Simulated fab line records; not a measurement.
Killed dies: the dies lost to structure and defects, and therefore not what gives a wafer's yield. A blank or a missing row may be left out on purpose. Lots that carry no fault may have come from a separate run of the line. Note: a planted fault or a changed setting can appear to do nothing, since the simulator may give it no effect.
Which tool was responsible? -- flow nand_harc -- 24 lots with 72 wafers sampled at 6 steps, on a route of 1159 steps

## WHAT THE GAUGES READ, wafer by wafer
The record lacks any reading of a measuring or inspecting step that a usual standard deviation could be used to judge.

## WHICH TOOL RAN EACH LOT (tool, then ch and the chambers of the sampled wafers, then the start)
lot,NHARC_A_SGD_CUT_STRIP_17,NHARC_A_SLIT_DEP_23,NHARC_A_CONTACT_ETCH_48,NHARC_A_CONTACT_ETCH_90,NHARC_A_CONTACT_DEP_57,NHARC_A_CONTACT_DEP_58
L074,"rie_diel-03 ch 0,1,3, day 13 18:10 or earlier","pecvd-01 ch 0,1, day 13 18:10","rie_diel-10 ch 0,2, day 16 06:41","rie_diel-09 ch 0,2, day 16 09:46","acl_dep-02 ch 0, day 16 11:03","pecvd-02 ch 0,1,2, day 16 12:49"
L076,"rie_diel-03 ch 0,2, day 14 17:35 or earlier","pecvd-02 ch 0,1,2, day 14 17:35","rie_diel-07 ch 0,1,3, day 17 01:07","rie_diel-09 ch 1,2,3, day 17 04:09","acl_dep-01 ch 0, day 17 06:25","pecvd-01 ch 0,1, day 17 07:52"
L075,"rie_diel-08 ch 1,2,3, day 14 18:36 or earlier","pecvd-04 ch 1,2, day 14 18:36","rie_diel-07 ch 0,1,2, day 16 14:35","rie_diel-10 ch 0,1, day 16 17:37","acl_dep-03 ch 0, day 16 20:17","pecvd-02 ch 0,1, day 16 21:51"
L077,"rie_diel-02 ch 2,3, day 14 16:56 or earlier","pecvd-01 ch 0,1,2, day 14 16:56","rie_diel-07 ch 2,3, day 16 23:13","rie_diel-07 ch 0,1,3, day 17 03:03","acl_dep-01 ch 0, day 17 04:58","pecvd-01 ch 1,2, day 17 06:10"
L078,"rie_diel-08 ch 0,2,3, day 15 08:04 or earlier","pecvd-04 ch 0,1, day 15 08:04","rie_diel-09 ch 1,2,3, day 17 22:36","rie_diel-10 ch 0,2, day 18 02:15","acl_dep-02 ch 0, day 18 06:32","pecvd-02 ch 0,1,2, day 18 08:19"
L079,"rie_diel-03 ch 1,2,3, day 15 08:56 or earlier","pecvd-01 ch 0,1,2, day 15 08:56","rie_diel-07 ch 2,3, day 17 16:19","rie_diel-10 ch 0,1,2, day 17 19:32","acl_dep-01 ch 0, day 17 21:35","pecvd-01 ch 0,1,2, day 17 23:16"
L080,"rie_diel-02 ch 0,3, day 16 03:21 or earlier","pecvd-02 ch 0,1,2, day 16 03:21","rie_diel-09 ch 0,1,3, day 18 03:32","rie_diel-07 ch 2,3, day 18 06:41","acl_dep-03 ch 0, day 18 11:50","pecvd-02 ch 1,2, day 18 13:29"
L081,"rie_diel-08 ch 0,1,3, day 16 03:49 or earlier","pecvd-02 ch 0,2, day 16 03:49","rie_diel-07 ch 0,3, day 18 09:16","rie_diel-09 ch 1,2,3, day 18 12:16","acl_dep-02 ch 0, day 18 13:24","pecvd-03 ch 1,2, day 18 15:32"
L084,"rie_diel-03 ch 0,1,2, day 16 18:13 or earlier","pecvd-02 ch 1,2, day 16 18:13","rie_diel-07 ch 2,3, day 18 19:13","rie_diel-07 ch 1,2, day 18 22:27","acl_dep-02 ch 0, day 19 00:11","pecvd-01 ch 0,1,2, day 19 01:25"
L082,"rie_diel-08 ch 0,2,3, day 16 18:21 or earlier","pecvd-02 ch 0,2, day 16 18:21","rie_diel-07 ch 0,1, day 18 18:50","rie_diel-07 ch 0,1,3, day 18 22:01","acl_dep-01 ch 0, day 18 23:10","pecvd-02 ch 0,1,2, day 19 00:55"
L083,"rie_diel-03 ch 1,2,3, day 16 19:13 or earlier","pecvd-01 ch 0,2, day 16 19:13","rie_diel-09 ch 1,2,3, day 19 17:04","rie_diel-10 ch 1,3, day 19 20:23","acl_dep-01 ch 0, day 19 21:36","pecvd-03 ch 0,1, day 19 23:20"
L085,"rie_diel-02 ch 0,2,3, day 17 07:14 or earlier","pecvd-02 ch 0,1,2, day 17 07:14","rie_diel-07 ch 0,1,2, day 19 17:13","rie_diel-07 ch 0,1,3, day 19 20:12","acl_dep-03 ch 0, day 19 21:22","pecvd-01 ch 0,2, day 19 23:07"
L086,"rie_diel-03 ch 0,1,2, day 17 17:08 or earlier","pecvd-01 ch 1,2, day 17 17:08","rie_diel-07 ch 2,3, day 19 21:18","rie_diel-10 ch 0,1,2, day 20 00:19","acl_dep-03 ch 0, day 20 01:38","pecvd-02 ch 1,2, day 20 03:21"
L087,"rie_diel-02 ch 2,3, day 17 16:50 or earlier","pecvd-04 ch 0,1,2, day 17 16:50","rie_diel-09 ch 0,2, day 19 21:38","rie_diel-07 ch 0,2,3, day 20 00:38","acl_dep-01 ch 0, day 20 02:43","pecvd-03 ch 1,2, day 20 04:11"
L088,"rie_diel-08 ch 0,1,3, day 17 17:40 or earlier","pecvd-02 ch 0,1,2, day 17 17:40","rie_diel-07 ch 0,2, day 20 08:35","rie_diel-07 ch 1,3, day 20 11:36","acl_dep-01 ch 0, day 20 16:22","pecvd-01 ch 0,2, day 20 17:52"
L090,"rie_diel-03 ch 0,1,3, day 18 02:22 or earlier","pecvd-02 ch 0,2, day 18 02:22","rie_diel-10 ch 2,3, day 20 02:28","rie_diel-07 ch 0,1,2, day 20 05:33","acl_dep-01 ch 0, day 20 12:05","pecvd-02 ch 0,1, day 20 13:36"
L089,"rie_diel-02 ch 0,1,2, day 18 04:21 or earlier","pecvd-02 ch 0,1,2, day 18 04:21","rie_diel-10 ch 1,3, day 20 08:13","rie_diel-07 ch 0,1, day 20 11:11","acl_dep-03 ch 0, day 20 15:02","pecvd-02 ch 0,2, day 20 16:47"
L092,"rie_diel-03 ch 1,2,3, day 18 04:26 or earlier","pecvd-01 ch 0,2, day 18 04:26","rie_diel-07 ch 0,1,3, day 20 02:19","rie_diel-07 ch 1,2,3, day 20 05:17","acl_dep-02 ch 0, day 20 11:43","pecvd-03 ch 0,2, day 20 13:32"
L091,"rie_diel-08 ch 0,2,3, day 18 14:06 or earlier","pecvd-04 ch 0,1,2, day 18 14:06","rie_diel-07 ch 2,3, day 20 17:55","rie_diel-09 ch 0,1,3, day 20 21:40","acl_dep-02 ch 0, day 20 23:34","pecvd-02 ch 0,1,2, day 21 01:20"
L093,"rie_diel-02 ch 0,2,3, day 19 08:25 or earlier","pecvd-04 ch 1,2, day 19 08:25","rie_diel-09 ch 1,2, day 21 10:22","rie_diel-09 ch 2,3, day 21 13:59","acl_dep-03 ch 0, day 21 15:16","pecvd-03 ch 0,2, day 21 17:04"
L095,"rie_diel-03 ch 0,1,3, day 19 08:32 or earlier","pecvd-01 ch 0,1, day 19 08:32","rie_diel-07 ch 1,2,3, day 21 17:46","rie_diel-07 ch 0,1,3, day 21 21:17","acl_dep-02 ch 0, day 21 22:44","pecvd-02 ch 1,2, day 22 00:36"
L094,"rie_diel-02 ch 0,1,3, day 19 09:26 or earlier","pecvd-01 ch 0,1, day 19 09:26","rie_diel-07 ch 1,2,3, day 21 13:33","rie_diel-07 ch 0,1,3, day 21 17:02","acl_dep-01 ch 0, day 21 18:13","pecvd-03 ch 0,1, day 21 19:57"
L097,"rie_diel-03 ch 2,3, day 19 22:28 or earlier","pecvd-04 ch 0,1,2, day 19 22:28","rie_diel-10 ch 0,2,3, day 21 23:19","rie_diel-07 ch 1,2,3, day 22 02:47","acl_dep-03 ch 0, day 22 04:58","pecvd-02 ch 0,2, day 22 06:26"
L096,"rie_diel-08 ch 0,1, day 19 21:43","pecvd-02 ch 0,1, day 20 06:07","rie_diel-09 ch 1,2, day 22 05:41","rie_diel-07 ch 0,1,2, day 22 08:42","acl_dep-03 ch 0, day 22 11:25","pecvd-01 ch 0,1, day 22 12:55"
- NHARC_A_SGD_CUT_STRIP_17: strips in O2.
- NHARC_A_SLIT_DEP_23: deposits SiON, target thk 100 nm.
- NHARC_A_CONTACT_ETCH_48: etches the open film in CF4, target depth 39 nm, time 65 s.
- NHARC_A_CONTACT_ETCH_90: etches the open film in CH3F/O2, target depth 40 nm, time 85.7 s.
- NHARC_A_CONTACT_DEP_57: deposits aC, target thk 2800 nm.
- NHARC_A_CONTACT_DEP_58: deposits SiON, target thk 60 nm.

## AS READ BY THE TOOLS THEMSELVES (means over the sampled wafers that have a number; for cases with no such wafer, the mark the record gives instead)
NHARC_A_SGD_CUT_STRIP_17.
lot,tool,drypump_motor_current_A (A),oes_product_au (a.u.),rf_vpp_V (V),showerhead_plenum_p_Torr (Torr),throttle_valve_pct (%)
L074,rie_diel-03,5.6,1.012,57.7,3.42,17.034
L076,rie_diel-03,5.9,1.008,57.6,3.39,17.030
L075,rie_diel-08,5.6,1.003,57.6,3.41,17.046
L077,rie_diel-02,5.1,1.009,58.1,3.70,17.038
L078,rie_diel-08,5.7,0.998,56.7,3.47,17.040
L079,rie_diel-03,5.5,1.011,56.9,3.41,17.036
L080,rie_diel-02,5.0,1.001,58.4,3.67,17.037
L081,rie_diel-08,6.0,1.001,58.2,3.52,17.033
L084,rie_diel-03,5.9,1.015,57.3,3.37,17.045
L082,rie_diel-08,5.7,0.998,58.0,3.47,17.028
L083,rie_diel-03,5.5,1.002,57.9,3.41,17.033
L085,rie_diel-02,5.3,1.005,57.9,3.66,17.038
L086,rie_diel-03,5.9,1.018,58.0,3.37,17.036
L087,rie_diel-02,5.3,0.999,57.9,3.69,17.033
L088,rie_diel-08,6.0,1.006,58.0,3.52,17.034
L090,rie_diel-03,5.6,1.007,58.0,3.42,17.041
L089,rie_diel-02,5.6,0.997,57.8,3.63,17.037
L092,rie_diel-03,5.5,1.005,57.2,3.41,17.032
L091,rie_diel-08,5.7,0.999,57.7,3.47,17.035
L093,rie_diel-02,5.3,1.004,57.6,3.66,17.045
L095,rie_diel-03,5.6,1.004,57.0,3.42,17.037
L094,rie_diel-02,5.3,1.011,58.5,3.63,17.045
L097,rie_diel-03,5.3,1.000,57.0,3.48,17.032
L096,rie_diel-08,6.3,1.000,57.7,3.55,17.040

NHARC_A_SLIT_DEP_23.
lot,tool,heater_power_outer_w (W),heater_power_w (W)
L074,pecvd-01,473,810
L076,pecvd-02,468,789
L075,pecvd-04,430,767
L077,pecvd-01,505,805
L078,pecvd-04,503,823
L079,pecvd-01,466,760
L080,pecvd-02,441,780
L081,pecvd-02,378,690
L084,pecvd-02,444,756
L082,pecvd-02,417,734
L083,pecvd-01,491,794
L085,pecvd-02,478,804
L086,pecvd-01,431,711
L087,pecvd-04,471,810
L088,pecvd-02,393,690
L090,pecvd-02,425,741
L089,pecvd-02,441,769
L092,pecvd-01,564,856
L091,pecvd-04,436,734
L093,pecvd-04,440,751
L095,pecvd-01,449,770
L094,pecvd-01,517,873
L097,pecvd-04,468,803
L096,pecvd-02,505,845

NHARC_A_CONTACT_ETCH_48.
lot,tool,bias_w (W),drypump_motor_current_A (A),oes_product_au (a.u.),rf_vpp_V (V),showerhead_plenum_p_Torr (Torr),throttle_valve_pct (%)
L074,rie_diel-10,99.94,6.4,0.999,152.0,1.84,13.288
L076,rie_diel-07,100.19,6.2,0.988,151.7,1.78,13.289
L075,rie_diel-07,100.05,6.0,0.989,150.8,1.75,13.292
L077,rie_diel-07,99.81,5.8,0.982,150.3,1.74,13.282
L078,rie_diel-09,99.95,5.5,1.003,152.3,1.83,13.281
L079,rie_diel-07,100.09,5.7,0.987,150.0,1.71,13.275
L080,rie_diel-09,100.11,5.6,0.999,152.4,1.80,13.290
L081,rie_diel-07,99.86,6.2,0.984,152.3,1.81,13.287
L084,rie_diel-07,100.00,5.8,1.006,151.6,1.74,13.284
L082,rie_diel-07,99.89,6.3,0.998,152.0,1.80,13.273
L083,rie_diel-09,100.19,5.5,0.989,151.6,1.83,13.288
L085,rie_diel-07,100.07,6.0,0.999,150.7,1.74,13.291
L086,rie_diel-07,100.09,5.8,1.005,151.2,1.74,13.275
L087,rie_diel-09,99.87,5.9,1.000,150.9,1.82,13.282
L088,rie_diel-07,99.72,6.0,1.001,151.4,1.78,13.287
L090,rie_diel-10,99.97,5.5,0.992,152.8,1.88,13.287
L089,rie_diel-10,100.10,5.5,1.002,151.1,1.81,13.281
L092,rie_diel-07,99.90,6.2,1.005,150.4,1.78,13.294
L091,rie_diel-07,100.22,5.7,1.013,150.4,1.70,13.286
L093,rie_diel-09,99.74,5.8,0.981,151.8,1.80,13.282
L095,rie_diel-07,100.15,5.9,1.010,150.9,1.72,13.287
L094,rie_diel-07,99.91,5.9,1.003,150.5,1.72,13.282
L097,rie_diel-10,100.08,5.9,0.990,152.7,1.82,13.294
L096,rie_diel-09,100.14,5.8,0.980,151.2,1.83,13.283

NHARC_A_CONTACT_ETCH_90.
lot,tool,bias_w (W),drypump_motor_current_A (A),oes_product_au (a.u.),rf_vpp_V (V),showerhead_plenum_p_Torr (Torr),throttle_valve_pct (%)
L074,rie_diel-09,99.96,5.8,0.93,246.8,2.58,20.661
L076,rie_diel-09,100.19,5.5,0.93,245.9,2.55,20.677
L075,rie_diel-10,100.18,5.9,1.01,243.5,2.44,20.667
L077,rie_diel-07,99.61,6.2,0.92,244.8,2.48,20.645
L078,rie_diel-10,99.99,6.2,1.01,244.8,2.48,20.660
L079,rie_diel-10,99.84,6.2,1.01,245.7,2.50,20.673
L080,rie_diel-07,100.07,5.8,1.01,243.2,2.42,20.665
L081,rie_diel-09,99.88,5.5,0.93,246.5,2.54,20.669
L084,rie_diel-07,99.76,6.0,0.94,243.1,2.37,20.655
L082,rie_diel-07,99.81,6.2,0.93,244.9,2.47,20.659
L083,rie_diel-10,99.68,5.5,0.92,244.9,2.52,20.667
L085,rie_diel-07,99.77,6.2,0.93,244.0,2.47,20.662
L086,rie_diel-10,99.84,6.1,0.92,244.5,2.50,20.661
L087,rie_diel-07,100.11,5.9,1.01,243.4,2.44,20.676
L088,rie_diel-07,100.17,6.1,0.93,244.3,2.45,20.659
L090,rie_diel-07,100.23,6.0,1.00,244.1,2.42,20.656
L089,rie_diel-07,100.12,6.2,1.00,244.1,2.45,20.663
L092,rie_diel-07,99.69,5.9,0.93,243.2,2.39,20.660
L091,rie_diel-09,99.87,5.6,1.00,245.1,2.50,20.653
L093,rie_diel-09,99.76,5.6,0.93,245.8,2.59,20.665
L095,rie_diel-07,99.89,6.2,0.92,243.9,2.47,20.667
L094,rie_diel-07,100.13,6.2,0.95,244.8,2.47,20.664
L097,rie_diel-07,99.91,5.9,1.01,243.4,2.39,20.669
L096,rie_diel-07,99.90,6.0,0.93,243.7,2.42,20.667

NHARC_A_CONTACT_DEP_57.
lot,tool,throttle_valve_pct (%)
L074,acl_dep-02,35.000
L076,acl_dep-01,35.003
L075,acl_dep-03,34.998
L077,acl_dep-01,35.011
L078,acl_dep-02,35.011
L079,acl_dep-01,35.004
L080,acl_dep-03,35.004
L081,acl_dep-02,34.999
L084,acl_dep-02,34.998
L082,acl_dep-01,34.992
L083,acl_dep-01,35.005
L085,acl_dep-03,35.003
L086,acl_dep-03,35.003
L087,acl_dep-01,34.996
L088,acl_dep-01,35.004
L090,acl_dep-01,34.997
L089,acl_dep-03,35.005
L092,acl_dep-02,34.991
L091,acl_dep-02,35.001
L093,acl_dep-03,35.003
L095,acl_dep-02,34.999
L094,acl_dep-01,34.998
L097,acl_dep-03,35.000
L096,acl_dep-03,34.999

NHARC_A_CONTACT_DEP_58.
lot,tool,heater_power_outer_w (W),heater_power_w (W)
L074,pecvd-02,446,759
L076,pecvd-01,489,837
L075,pecvd-02,463,782
L077,pecvd-01,466,732
L078,pecvd-02,440,757
L079,pecvd-01,451,753
L080,pecvd-02,436,775
L081,pecvd-03,478,793
L084,pecvd-01,480,795
L082,pecvd-02,457,791
L083,pecvd-03,451,789
L085,pecvd-01,553,877
L086,pecvd-02,399,714
L087,pecvd-03,517,838
L088,pecvd-01,536,833
L090,pecvd-02,486,822
L089,pecvd-02,425,754
L092,pecvd-03,478,799
L091,pecvd-02,439,763
L093,pecvd-03,422,707
L095,pecvd-02,452,772
L094,pecvd-03,454,773
L097,pecvd-02,369,690
L096,pecvd-01,466,787

## THE ANSWER, worked out from the rows above alone
Rule: usual is defined by the lots themselves. Put in order of their means at a reading, lots are off if they are a third of the lots or fewer, leave a main group of 4 or more, and stand apart from it by a gap of 3 or more times the standard deviation of the main group's means; of several such gaps the widest counts. A main group whose means are all the same, to the digits that the tables above print for the reading, isn't used. A lot without any number at a reading at which 4 lots or more have one is off too. Where the step has rows for the other lots, those lots are counted as sound. After the gauges, taken in route order, come the tools' own readings; for these a lot's mean is taken, as printed above. The first step at which some lot is off is used, and at that step the reading that is off furthest; a lot without a number counts as furthest.
None of the lots is off at any reading shown; this tells nothing.

## WHAT HAD BEEN PUT IN BY THE SIMULATOR
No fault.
